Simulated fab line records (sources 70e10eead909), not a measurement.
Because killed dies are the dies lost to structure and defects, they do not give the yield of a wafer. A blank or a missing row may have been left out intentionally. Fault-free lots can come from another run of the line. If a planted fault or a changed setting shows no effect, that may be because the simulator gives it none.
Matching of chambers + flow nand harc + cmp-03 running NHARC_A_STAIRCASE_CMP_152: 4 sister chambers
The step polishes. 14 wafers are shown with their chamber, then 7 later ones without.

## WAFERS, EACH WITH ITS CHAMBER
| wafer  | chamber | motor current A (A) |
|--------|---------|---------------------|
| L081.1 | 3       | 11.2                |
| L081.3 | 2       | 14.8                |
| L081.5 | 3       | 10.9                |
| L083.1 | 2       | 14.8                |
| L083.2 | 1       | 11.9                |
| L083.6 | 2       | 14.9                |
| L085.1 | 3       | 10.9                |
| L085.4 | 2       | 14.6                |
| L085.5 | 0       | 13.2                |
| L086.1 | 3       | 10.9                |
| L086.2 | 2       | 14.5                |
| L086.5 | 0       | 12.7                |
| L087.1 | 3       | 10.7                |
| L087.2 | 2       | 15.0                |

SIGNATURES (means of the wafers above)
| reading         | chamber 0 | chamber 1 | chamber 2 | chamber 3 | scatter within a chamber |
|-----------------|-----------|-----------|-----------|-----------|--------------------------|
| motor current A | 12.950    | 11.900    | 14.767    | 10.920    | 0.206                    |
Rule: distance of a wafer from a chamber = root of the sum over the readings of ((wafer's reading minus chamber's mean) / reading's scatter) squared. The wafer belongs to the nearest chamber; if the next one is less than 2 further off, it can't be placed. How the scatter is found: for the shown wafers, subtract from each reading the mean of its chamber, square and add these, divide the total by (wafers less chambers), then take the root.

## WAFERS MISSING THEIR CHAMBER
| wafer  | motor current A (A) |
|--------|---------------------|
| L087.4 | 11.4                |
| L090.1 | 11.8                |
| L090.3 | 14.6                |
| L090.6 | 12.8                |
| L096.1 | 11.6                |
| L096.2 | 11.5                |
| L096.5 | 12.6                |

## EACH ONE'S CHAMBER
| wafer  | from the rows above     | in truth |
|--------|-------------------------|----------|
| L087.4 | can't be placed: 3 or 1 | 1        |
| L090.1 | 1                       | 1        |
| L090.3 | 2                       | 2        |
| L090.6 | 0                       | 0        |
| L096.1 | can't be placed: 1 or 3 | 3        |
| L096.2 | can't be placed: 1 or 3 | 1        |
| L096.5 | can't be placed: 0 or 1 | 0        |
Placed correctly: 3 of 7. Not placeable from these rows: 4 (in 4, the candidates include the true chamber). Number placed wrongly: 0.
